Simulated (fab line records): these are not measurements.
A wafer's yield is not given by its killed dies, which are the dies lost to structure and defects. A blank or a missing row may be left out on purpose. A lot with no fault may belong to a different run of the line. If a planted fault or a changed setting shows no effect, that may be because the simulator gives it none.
fab line records	flow nand_harc	part 1 of 2: steps 1 to 26 of 42
record lots=5	wafers=15	last_day=24
route steps=1159 shown P_STI@81 P_GATE@110
lots with no fault: from the same line, run without faults
start_h: hours from the record's first day to the start of the lot's first wafer shown	wait_h: hours from the lot's prior step to this one	" repeats the value in the row above	L1.1+2: several wafers, shown together as one row	- no value, or no start given	* or withheld: withheld	< > ~ a bound
route shown NAME@n: NAME is a module with steps in the file, n the number in the route of the first one	usual: average and standard deviation across the fault-free wafers	same: alike in all rows	chamber/n: place in a boat	sites: per-site readings	_std_site: the values' standard deviation	_edge_site: outer sites' mean less inner sites'	radius_mm: for every site, how far away it sits from the centre of the wafer	mask NAME#n: copy n	behind: the most recent tool/chamber to have shaped the wafer	hold: reason for holding the lot/hours on hold/outcome of the hold	device: transistor that didn't switch, given as n, p or np	end of line: tests run on the same wafers once the route is complete	a step with no rows: only its recipe	killed: not the wafer's yield, but the dies lost to structure and defects at the first sort	map: a wafer's dies, marking killed ones x, the rest . and places with no die _
set.NAME: the setting that was run; set.NAME@STEP: the one run at that earlier step	model.NAME: the simulator's own value behind a step, which no gauge read
lots at some steps of the route; a table a step, a row a wafer
services: from which hour (start_h, from the record's first day; less than 0 if before it) a tool's chamber was out of use, for how many hours, and why
## steps
# step NHARC_P_STI_PEB_07
# recipe peb_temp_c=128	peb_time_s=80
lot.wafer	tool	chamber	start_h	wait_h
L080.1+5+6	litho_track-02	0	70.80	0.1
L088.3+5+6	litho_track-02	0	118.74	0.1
L089.1+3+6	litho_track-07	0	126.01	0.1
L095.1+2+4	litho_track-07	0	163.43	0.1
L097.1+2+6	litho_track-02	0	175.63	0.1
# step NHARC_P_STI_DEVELOP_08
# recipe time_s=50	dev_temp_c=22
# usual developer_temp_C=22.01/0.11
lot.wafer	tool	chamber	start_h	wait_h	developer_temp_C
L080.1	litho_track-02	0	-	-	22.11
L080.5	"	0	"	"	22.07
L080.6	"	0	"	"	21.95
L088.3	litho_track-02	0	-	-	22.05
L088.5	"	0	"	"	21.99
L088.6	"	0	"	"	21.99
L089.1	litho_track-07	0	-	-	21.96
L089.3	"	0	"	"	21.87
L089.6	"	0	"	"	21.86
L095.1	litho_track-07	0	-	-	21.94
L095.2	"	0	"	"	21.94
L095.4	"	0	"	"	21.98
L097.1	litho_track-02	0	-	-	22.07
L097.2	"	0	"	"	22.18
L097.6	"	0	"	"	22.11
# step NHARC_P_STI_CD_MEAS_09
# recipe target_cd_nm=200	landing_energy_ev=500
# usual cd_nm=200.0/2.2
lot.wafer	tool	chamber	start_h	wait_h	cd_nm
L080.1	cd_sem-02	0	70.88	-	204.4
L080.5	"	0	"	"	198.8
L080.6	"	0	"	"	202.4
L088.3	cd_sem-03	0	118.83	-	203.1
L088.5	"	0	"	"	200.9
L088.6	"	0	"	"	204.4
L089.1	cd_sem-03	0	126.09	-	198.4
L089.3	"	0	"	"	198.5
L089.6	"	0	"	"	197.8
L095.1	cd_sem-03	0	163.52	-	197.4
L095.2	"	0	"	"	198.0
L095.4	"	0	"	"	199.1
L097.1	cd_sem-03	0	175.72	-	198.7
L097.2	"	0	"	"	202.5
L097.6	"	0	"	"	198.7
# step NHARC_P_STI_OVL_MEAS_10
# usual overlay_x_nm=1/6.3	overlay_y_nm=0/5.5
lot.wafer	tool	chamber	start_h	wait_h	overlay_x_nm	overlay_y_nm
L080.1	overlay-02	-	70.97	-	-12	-3
L080.5	"	-	"	"	-12	-3
L080.6	"	-	"	"	-12	-4
L088.3	overlay-01	-	118.93	-	-1	-5
L088.5	"	-	"	"	-1	-6
L088.6	"	-	"	"	-1	-5
L089.1	overlay-01	-	126.18	-	1	-8
L089.3	"	-	"	"	1	-8
L089.6	"	-	"	"	1	-7
L095.1	overlay-01	-	163.61	-	1	-3
L095.2	"	-	"	"	1	-3
L095.4	"	-	"	"	1	-2
L097.1	overlay-02	-	175.80	-	12	10
L097.2	"	-	"	"	13	9
L097.6	"	-	"	"	13	9
# step NHARC_P_STI_INSPECT_11
# usual raw_defect_count=6.0/2.8
lot.wafer	tool	chamber	start_h	wait_h	raw_defect_count
L080.1	defect_inspect-01	-	71.01	0.0	5
L080.5	"	-	"	"	2
L080.6	"	-	"	"	7
L088.3	defect_inspect-02	-	118.96	0.0	11
L088.5	"	-	"	"	2
L088.6	"	-	"	"	3
L089.1	defect_inspect-01	-	126.22	0.0	2
L089.3	"	-	"	"	5
L089.6	"	-	"	"	8
L095.1	defect_inspect-02	-	163.65	0.0	4
L095.2	"	-	"	"	6
L095.4	"	-	"	"	1
L097.1	defect_inspect-01	-	175.84	0.0	6
L097.2	"	-	"	"	8
L097.6	"	-	"	"	13
# step NHARC_P_STI_HARDBAKE_13
# recipe temp_c=118	time_s=65
lot.wafer	tool	chamber	start_h	wait_h
L080.1+5+6	litho_track-03	0	71.07	0.1
L088.3+5+6	litho_track-02	0	119.02	0.1
L089.1+3+6	litho_track-03	0	126.28	0.1
L095.1+2+4	litho_track-03	0	163.70	0.1
L097.1+2+6	litho_track-02	0	175.90	0.1
# step NHARC_P_STI_DESCUM_14
# recipe time_s=3	o2_flow_sccm=200	ar_flow_sccm=0	bias_power_w=0	chemistry=O2
# usual drypump_motor_current_A=5.5/0.41	oes_product_au=0.999/0.0085	rf_vpp_V=57.9/0.82	showerhead_plenum_p_Torr=1.95/0.068	throttle_valve_pct=11.311/0.0088
lot.wafer	tool	chamber	start_h	wait_h	drypump_motor_current_A	oes_product_au	rf_hours_counter_h	rf_vpp_V	showerhead_plenum_p_Torr	throttle_valve_pct
L080.1	rie_diel-05	3	71.17	-	5.4	1.000	4.2	58.7	1.92	11.305
L080.6	"	1	"	"	5.6	0.998	-	56.1	1.90	11.293
L080.5	"	2	"	"	5.5	1.003	-	57.8	1.93	11.306
L088.3	rie_diel-10	2	119.10	-	6.2	0.997	2.6	57.7	1.90	11.300
L088.6	"	1	"	"	4.9	1.000	-	59.6	2.04	11.319
L088.5	"	2	"	"	6.2	0.994	-	57.6	1.90	11.312
L089.1	rie_diel-05	1	126.37	-	5.6	0.994	6.9	58.7	1.90	11.328
L089.3	"	2	"	"	5.5	1.010	6.2	58.3	1.93	11.312
L089.6	"	3	"	"	5.4	0.993	-	56.6	1.92	11.321
L095.4	rie_diel-04	0	163.78	-	5.1	1.014	1.5	58.4	1.99	11.317
L095.2	"	2	"	"	5.7	1.000	1.8	58.7	2.05	11.313
L095.1	"	3	"	"	5.3	0.989	1.8	56.8	1.91	11.309
L097.2	rie_diel-04	0	175.98	-	5.1	1.011	1.7	57.3	1.99	11.311
L097.1	"	2	"	"	5.7	1.011	2.1	58.6	2.05	11.308
L097.6	"	0	"	"	5.2	0.996	-	57.1	1.99	11.306
# step NHARC_P_STI_ETCH_42
# recipe target_depth_a=800	overetch_a=240	time_s=61	ion_energy_ev=200	n2_flow_sccm=150	h2_flow_sccm=150	ar_flow_sccm=0	rf_w=400	bias_w=150	chemistry=N2/H2
# usual drypump_motor_current_A=5.5/0.4	oes_product_au=1.000/0.0095	rf_vpp_V=431.6/2.3	showerhead_plenum_p_Torr=2.08/0.077	throttle_valve_pct=14.170/0.0084
lot.wafer	tool	chamber	start_h	wait_h	drypump_motor_current_A	oes_product_au	rf_hours_counter_h	rf_vpp_V	showerhead_plenum_p_Torr	throttle_valve_pct
L080.1	rie_diel-05	2	71.25	0.1	5.5	1.004	2.9	430.2	2.06	14.168
L080.6	"	2	"	"	5.5	1.001	-	430.9	2.06	14.161
L080.5	"	3	"	"	5.4	0.997	-	430.8	2.05	14.180
L088.3	rie_diel-10	3	119.19	0.1	5.4	0.992	2.6	432.7	2.14	14.150
L088.6	"	1	"	"	4.9	1.000	-	433.3	2.18	14.173
L088.5	"	2	"	"	6.2	0.986	-	428.9	2.02	14.190
L089.3	rie_diel-05	0	126.44	0.1	5.2	1.015	7.8	433.5	2.14	14.167
L089.1	"	2	"	"	5.5	1.011	6.2	431.1	2.06	14.179
L089.6	"	0	"	"	5.2	1.012	-	432.8	2.14	14.175
L095.1	rie_diel-04	3	164.00	0.2	5.3	1.005	1.9	430.4	2.03	14.178
L095.4	"	0	"	"	5.1	1.010	1.5	433.1	2.12	14.176
L095.2	"	2	"	"	5.7	1.007	1.8	433.5	2.19	14.160
L097.1	rie_diel-04	2	176.06	0.1	5.7	1.008	2.1	434.7	2.19	14.186
L097.2	"	1	"	"	6.1	0.996	1.7	426.2	1.90	14.171
L097.6	"	3	"	"	5.3	1.001	-	429.7	2.03	14.164
# step NHARC_P_STI_ETCH_31
# recipe target_depth_a=1089	time_s=54.5	cf4_flow_sccm=100	chf3_flow_sccm=30	ar_flow_sccm=0	rf_w=500	bias_w=200	chemistry=CF4/CHF3
# usual drypump_motor_current_A=5.5/0.4	oes_product_au=0.959/0.018	rf_vpp_V=371.5/1.9	showerhead_plenum_p_Torr=1.60/0.056	throttle_valve_pct=16.802/0.0087
lot.wafer	tool	chamber	start_h	wait_h	drypump_motor_current_A	oes_product_au	rf_hours_counter_h	rf_vpp_V	showerhead_plenum_p_Torr	throttle_valve_pct
L080.1	rie_diel-05	3	-	-	5.4	0.928	4.3	371.5	1.58	16.803
L080.6	"	1	"	"	5.6	0.927	-	370.4	1.56	16.791
L080.5	"	3	"	"	5.4	0.920	-	370.3	1.58	16.797
L088.3	rie_diel-10	3	-	-	5.4	0.985	2.6	372.1	1.64	16.807
L088.6	"	0	"	"	5.2	0.965	-	372.3	1.60	16.788
L088.5	"	1	"	"	4.9	0.960	-	374.4	1.68	16.790
L089.1	rie_diel-05	0	-	-	5.2	0.958	7.8	372.5	1.65	16.800
L089.3	"	1	"	"	5.6	0.964	6.9	370.4	1.56	16.807
L089.6	"	0	"	"	5.2	0.958	-	373.8	1.65	16.796
L095.1	rie_diel-04	1	-	-	6.1	0.960	1.5	367.3	1.47	16.797
L095.4	"	2	"	"	5.7	0.958	1.8	372.8	1.68	16.788
L095.2	"	3	"	"	5.3	0.942	1.9	370.0	1.57	16.812
L097.2	rie_diel-04	1	-	-	6.1	0.971	1.7	367.9	1.48	16.800
L097.1	"	0	"	"	5.1	0.961	1.8	372.8	1.63	16.798
L097.6	"	2	"	"	5.7	0.985	-	373.3	1.68	16.822
# step NHARC_P_STI_ETCH_15
# recipe target_depth_a=3000	taper_deg=4	time_s=100.1	hbr_flow_sccm=150	cl2_flow_sccm=50	rf_w=400	icp_w=400	bias_w=100	chemistry=HBr/Cl2
# usual drypump_motor_current_A=5.9/0.58	mfc_cl2_sccm=49.98/0.14	oes_product_au=0.998/0.011	throttle_valve_pct=26.406/0.0094
lot.wafer	tool	chamber	start_h	wait_h	drypump_motor_current_A	mfc_cl2_sccm	oes_product_au	rf_hours_counter_h	throttle_valve_pct
L080.1	rie_si-05	2	71.46	-	6.6	50.07	1.002	0.0	26.410
L080.5	"	2	"	"	6.7	49.91	0.995	-	26.409
L080.6	"	3	"	"	5.9	50.03	1.017	-	26.398
L088.3	rie_si-04	2	119.41	-	5.5	50.04	0.990	0.1	26.407
L088.6	"	0	"	"	6.6	49.98	0.998	-	26.417
L088.5	"	1	"	"	4.9	49.91	0.991	-	26.406
L089.1	rie_si-04	2	126.64	-	5.5	50.03	0.989	0.1	26.401
L089.3	"	1	"	"	4.9	49.87	0.994	0.2	26.396
L089.6	"	3	"	"	5.8	49.98	1.008	-	26.417
L095.2	rie_si-03	1	164.23	-	5.9	50.11	0.984	0.0	26.413
L095.1	"	2	"	"	6.4	49.93	1.008	0.0	26.410
L095.4	"	3	"	"	5.6	49.84	1.005	0.0	26.408
L097.2	rie_si-03	1	176.27	-	5.9	50.32	1.000	0.1	26.389
L097.1	"	3	"	"	5.6	50.08	1.013	0.1	26.406
L097.6	"	2	"	"	6.4	50.08	1.011	-	26.407
# step NHARC_P_STI_CD_MEAS_16
# usual cd_nm=199.3/2.4
lot.wafer	tool	chamber	start_h	wait_h	cd_nm
L080.1	cd_sem-01	-	71.62	-	202.7
L080.5	"	-	"	"	198.1
L080.6	"	-	"	"	202.5
L088.3	cd_sem-01	-	119.55	-	201.9
L088.5	"	-	"	"	200.8
L088.6	"	-	"	"	203.8
L089.1	cd_sem-02	-	126.80	-	196.7
L089.3	"	-	"	"	198.5
L089.6	"	-	"	"	198.3
L095.1	cd_sem-01	-	164.37	-	195.1
L095.2	"	-	"	"	197.5
L095.4	"	-	"	"	198.8
L097.1	cd_sem-02	-	176.44	-	199.4
L097.2	"	-	"	"	200.5
L097.6	"	-	"	"	198.3
# step NHARC_P_STI_OCD_MEAS_17
# usual trench_depth_nm=300/5.1	trench_foot_cd_nm=158.1/2.3
lot.wafer	tool	chamber	start_h	wait_h	trench_depth_nm	trench_foot_cd_nm
L080.1	ocd-02	-	71.71	0.1	299	162.7
L080.5	"	-	"	"	301	156.7
L080.6	"	-	"	"	310	158.2
L088.3	ocd-02	-	119.65	0.1	296	161.2
L088.5	"	-	"	"	296	160.1
L088.6	"	-	"	"	298	162.4
L089.1	ocd-02	-	126.89	0.1	293	157.7
L089.3	"	-	"	"	294	157.2
L089.6	"	-	"	"	302	155.8
L095.1	ocd-02	-	164.46	0.1	304	155.1
L095.2	"	-	"	"	292	157.1
L095.4	"	-	"	"	302	156.7
L097.1	ocd-02	-	176.53	0.1	308	156.1
L097.2	"	-	"	"	299	161.2
L097.6	"	-	"	"	306	155.4
# step NHARC_P_STI_STRIP_19
# recipe time_s=900	temp_c=130	chemistry=SPM
lot.wafer	tool	chamber	start_h	wait_h
L080.1+5+6	wet_bench-02	6,7,0	71.79	0.1
L088.6+5+3	wet_bench-02	5,7,0	119.72	0.1
L089.6+1+3	wet_bench-02	4,5,1	126.95	0.0
L095.1+2+4	wet_bench-02	4,6,7	164.54	0.1
L097.2+6+1	wet_bench-04	7,2,4	176.58	0.1
# step NHARC_P_STI_PRECLEAN_32
# recipe time_s=*	temp_c=50	bath_age_min=0	chemistry=SC1
# usual sc1_h2o2_end_mol_l=0.3698/0.00058
lot.wafer	tool	chamber	start_h	wait_h	sc1_h2o2_end_mol_l
L080.1	wet_bench-02	6	-	-	0.3696
L080.5	"	7	"	"	0.3698
L080.6	"	0	"	"	0.3696
L088.6	wet_bench-02	5	-	-	0.3690
L088.5	"	7	"	"	0.3688
L088.3	"	0	"	"	0.3696
L089.6	wet_bench-02	4	-	-	0.3693
L089.1	"	5	"	"	0.3704
L089.3	"	1	"	"	0.3695
L095.1	wet_bench-02	4	-	-	0.3696
L095.2	"	6	"	"	0.3700
L095.4	"	7	"	"	0.3697
L097.2	wet_bench-04	7	-	-	0.3698
L097.6	"	2	"	"	0.3701
L097.1	"	4	"	"	0.3684
# step NHARC_P_STI_SRD_23
lot.wafer	tool	chamber	start_h	wait_h
L080.1+5+6	wet_bench-02	6,7,0	-	-
L088.6+5+3	wet_bench-02	5,7,0	-	-
L089.6+1+3	wet_bench-02	4,5,1	-	-
L095.1+2+4	wet_bench-02	4,6,7	-	-
L097.2+6+1	wet_bench-04	7,2,4	-	-
# step NHARC_P_STI_OCD_MEAS_43
# usual trench_depth_nm=300/5	trench_foot_cd_nm=158.0/2.3
lot.wafer	tool	chamber	start_h	wait_h	trench_depth_nm	trench_foot_cd_nm
L080.1	ocd-01	-	72.22	-	299	163.0
L080.5	"	-	"	"	301	156.7
L080.6	"	-	"	"	310	158.8
L088.3	ocd-01	-	120.17	-	296	161.6
L088.5	"	-	"	"	296	159.7
L088.6	"	-	"	"	298	162.9
L089.1	ocd-01	-	127.40	-	293	157.7
L089.3	"	-	"	"	295	157.3
L089.6	"	-	"	"	302	155.4
L095.1	ocd-02	-	164.98	-	304	155.4
L095.2	"	-	"	"	292	157.4
L095.4	"	-	"	"	303	156.8
L097.1	ocd-02	-	177.04	-	307	156.4
L097.2	"	-	"	"	299	160.6
L097.6	"	-	"	"	306	155.5
# step NHARC_P_STI_OXIDE_33
# recipe target_thk_a=100	temp_c=1000	ox_time_s=281	material=SiO2
# usual spike_tc_upper_C=999.8/1.4	zone_power_centre_pct=22.8/1.3
lot.wafer	tool	chamber	start_h	wait_h	spike_tc_upper_C	zone_power_centre_pct
L080.1	furnace-06	0	75.86	3.6	1000.0	22.7
L080.5	"	0	"	"	999.7	22.7
L080.6	"	0	"	"	1000.0	22.2
L088.3	furnace-06	0	123.81	3.6	1002.1	22.6
L088.5	"	0	"	"	1000.2	22.6
L088.6	"	0	"	"	998.2	22.8
L089.1	furnace-03	0	131.12	3.7	1002.3	20.6
L089.3	"	0	"	"	1000.8	20.7
L089.6	"	0	"	"	1001.5	20.6
L095.1	furnace-06	0	168.46	3.5	1001.2	22.9
L095.2	"	0	"	"	1000.4	22.5
L095.4	"	0	"	"	1001.5	22.3
L097.1	furnace-02	0	180.77	3.7	998.4	25.1
L097.2	"	0	"	"	999.9	24.1
L097.6	"	0	"	"	1000.1	24.7
# step NHARC_P_STI_HDPCVD_20
# recipe target_thk_a=withheld	sigma_open_frac=withheld	material=SiO2
lot.wafer	tool	chamber	start_h	wait_h
L080.1+6+5	hdpcvd-01	0,1,0	80.61	0.5
L088.3+6+5	hdpcvd-01	0,0,1	128.64	0.5
L089.1+3+6	hdpcvd-01	0,1,1	135.84	0.5
L095.1+2+4	hdpcvd-01	1,0,0	173.60	0.9
L097.1+2+6	hdpcvd-01	0,1,1	185.42	0.4
# step NHARC_P_STI_ANNEAL_34
# recipe temp_c=1000	time_s=1800
# usual spike_tc_upper_C=1000.1/1.3	zone_power_centre_pct=22.1/1.3
lot.wafer	tool	chamber	start_h	wait_h	spike_tc_upper_C	zone_power_centre_pct
L080.1	furnace-06	0	84.72	4.0	1000.7	22.5
L080.5	"	0	"	"	999.4	23.0
L080.6	"	0	"	"	1001.2	23.0
L088.3	furnace-03	0	135.38	6.7	1001.9	20.8
L088.5	"	0	"	"	1002.6	20.7
L088.6	"	0	"	"	1000.3	20.7
L089.1	furnace-06	0	140.86	4.9	1000.5	22.6
L089.3	"	0	"	"	998.7	23.0
L089.6	"	0	"	"	999.1	22.8
L095.1	furnace-06	0	177.30	3.6	998.5	22.8
L095.2	"	0	"	"	1001.2	22.7
L095.4	"	0	"	"	999.9	22.4
L097.1	furnace-06	0	189.62	4.1	999.8	23.0
L097.2	"	0	"	"	1000.5	22.8
L097.6	"	0	"	"	1000.7	22.8
# step NHARC_P_STI_CMP_21
# recipe t_overpolish_s=20	target_thk_nm=380.67
# usual motor_current_A=11.7/1	overpolish_run_s=19.999/0.0083	slurry_flow_ml_min=150.0/0.44
lot.wafer	tool	chamber	start_h	wait_h	motor_current_A	overpolish_run_s	slurry_flow_ml_min
L080.1	cmp-02	0	89.69	0.4	11.6	20.024	150.0
L080.6	"	0	"	"	11.9	20.003	149.7
L080.5	"	1	"	"	10.5	19.996	149.6
L088.3	cmp-04	3	140.28	0.4	12.6	19.997	149.4
L088.6	"	1	"	"	12.2	19.999	149.9
L088.5	"	2	"	"	11.2	20.003	150.0
L089.1	cmp-04	3	145.81	0.4	13.2	19.992	149.7
L089.3	"	0	"	"	11.3	19.999	150.3
L089.6	"	1	"	"	11.1	20.012	149.7
L095.1	cmp-02	1	182.19	0.4	10.2	20.012	149.7
L095.2	"	2	"	"	12.9	19.997	149.5
L095.4	"	3	"	"	12.4	20.005	149.5
L097.1	cmp-01	1	194.46	0.4	11.9	20.009	149.9
L097.2	"	3	"	"	12.5	20.002	150.0
L097.6	"	1	"	"	12.1	19.991	149.8
# step NHARC_P_STI_SRD_35
lot.wafer	tool	chamber	start_h	wait_h
L080.5+6+1	wet_bench-04	4,7,0	89.98	0.0
L088.5+6+3	wet_bench-04	6,0,2	140.53	0.0
L089.6+1+3	wet_bench-02	6,7,2	146.07	0.0
L095.2+4+1	wet_bench-04	6,0,3	182.49	0.1
L097.1+6+2	wet_bench-02	6,0,1	194.76	0.0
# step NHARC_P_STI_ETCH_36
# recipe target_depth_a=388	chemistry=dHF	material=SiO2
lot.wafer	tool	chamber	start_h	wait_h
L080.5+6+1	wet_bench-04	4,7,0	90.01	0.0
L088.5+6+3	wet_bench-04	6,0,2	140.56	0.0
L089.6+1+3	wet_bench-02	6,7,2	146.09	0.0
L095.2+4+1	wet_bench-04	6,0,3	182.52	0.0
L097.1+6+2	wet_bench-02	6,0,1	194.78	0.0
# step NHARC_P_STI_STRIP_24
# recipe temp_c=160	chemistry=H3PO4	material=Si3N4
lot.wafer	tool	chamber	start_h	wait_h
L080.5+6+1	wet_bench-04	4,7,0	90.02	0.0
L088.5+6+3	wet_bench-04	6,0,2	140.57	0.0
L089.6+1+3	wet_bench-02	6,7,2	146.10	0.0
L095.2+4+1	wet_bench-04	6,0,3	182.53	0.0
L097.1+6+2	wet_bench-02	6,0,1	194.80	0.0
# step NHARC_P_STI_ETCH_37
# recipe target_depth_a=110	chemistry=dHF	material=SiO2
lot.wafer	tool	chamber	start_h	wait_h
L080.5+6+1	wet_bench-04	4,7,0	-	-
L088.5+6+3	wet_bench-04	6,0,2	-	-
L089.6+1+3	wet_bench-02	6,7,2	-	-
L095.2+4+1	wet_bench-04	6,0,3	-	-
L097.1+6+2	wet_bench-02	6,0,1	-	-
# step NHARC_P_STI_PRECLEAN_38
# recipe time_s=*	temp_c=50	bath_age_min=0	chemistry=SC1
# usual sc1_h2o2_end_mol_l=0.3697/0.00065
lot.wafer	tool	chamber	start_h	wait_h	sc1_h2o2_end_mol_l
L080.5	wet_bench-04	4	-	-	0.3692
L080.6	"	7	"	"	0.3700
L080.1	"	0	"	"	0.3686
L088.5	wet_bench-04	6	-	-	0.3691
L088.6	"	0	"	"	0.3704
L088.3	"	2	"	"	0.3712
L089.6	wet_bench-02	6	-	-	0.3690
L089.1	"	7	"	"	0.3700
L089.3	"	2	"	"	0.3699
L095.2	wet_bench-04	6	-	-	0.3702
L095.4	"	0	"	"	0.3686
L095.1	"	3	"	"	0.3694
L097.1	wet_bench-02	6	-	-	0.3699
L097.6	"	0	"	"	0.3694
L097.2	"	1	"	"	0.3707
# step NHARC_P_STI_SRD_39
lot.wafer	tool	chamber	start_h	wait_h
L080.5+6+1	wet_bench-04	4,7,0	-	-
L088.5+6+3	wet_bench-04	6,0,2	-	-
L089.6+1+3	wet_bench-02	6,7,2	-	-
L095.2+4+1	wet_bench-04	6,0,3	-	-
L097.1+6+2	wet_bench-02	6,0,1	-	-
